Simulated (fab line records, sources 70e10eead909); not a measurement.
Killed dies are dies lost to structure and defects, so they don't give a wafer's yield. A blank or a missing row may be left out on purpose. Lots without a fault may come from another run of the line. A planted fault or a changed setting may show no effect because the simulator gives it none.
Chamber matching | flow nand_harc | NHARC_A_BLC_CMP_25 on cmp-02: 4 sister chambers
The step polishes, t overpolish 30 s, target thk 150 nm. 7 wafers are shown with their chamber, then 9 later ones without.

WAFERS WITH THEIR CHAMBER
wafer  | chamber | motor_current_A (A) | time_to_endpoint_s (s)
L087.2 | 1       | 11.7                | 28.0
L087.3 | 3       | 11.6                | 31.8
L086.4 | 0       | 9.7                 | 34.3
L086.6 | 2       | 12.6                | 29.8
L088.2 | 1       | 11.7                | 26.9
L088.5 | 3       | 12.2                | 30.2
L088.6 | 2       | 12.6                | 28.5

WAFERS WITHOUT THEIR CHAMBER
wafer  | motor_current_A (A) | time_to_endpoint_s (s)
L095.2 | 11.3                | 28.1
L095.4 | 10.8                | 31.2
L095.6 | 9.6                 | 32.2
L096.1 | 11.3                | 32.1
L096.3 | 11.3                | 33.6
L096.5 | 12.0                | 33.0
L093.2 | 8.8                 | 32.7
L093.4 | 12.5                | 28.4
L093.5 | 12.4                | 26.3

WHICH CHAMBER EACH WENT THROUGH
wafer  | from the rows above          | in truth
L095.2 | 1                            | 1
L095.4 | can't be placed: 3 or 1 or 0 | 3
L095.6 | 0                            | 0
L096.1 | 3                            | 3
L096.3 | 3                            | 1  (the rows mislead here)
L096.5 | 3                            | 3
L093.2 | 0                            | 0
L093.4 | 2                            | 2
L093.5 | can't be placed: 2 or 1      | 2
Placed correctly: 6 of 9. Can't be placed from these rows: 2 (the true chamber is among the candidates in 2). Placed wrongly: 1.
How it was worked out, from the rows above alone: a wafer's distance from a chamber is the root of the sum, over the readings, of the square of ((its reading less the chamber's mean) divided by the reading's scatter). The wafer belongs to the nearest chamber; if the next one is less than 2 further off, it can't be placed. A chamber's mean is the mean of its shown wafers. The scatter: the root of (the sum of the squares of (reading less its chamber's mean) over the shown wafers, divided by (wafers less chambers)).
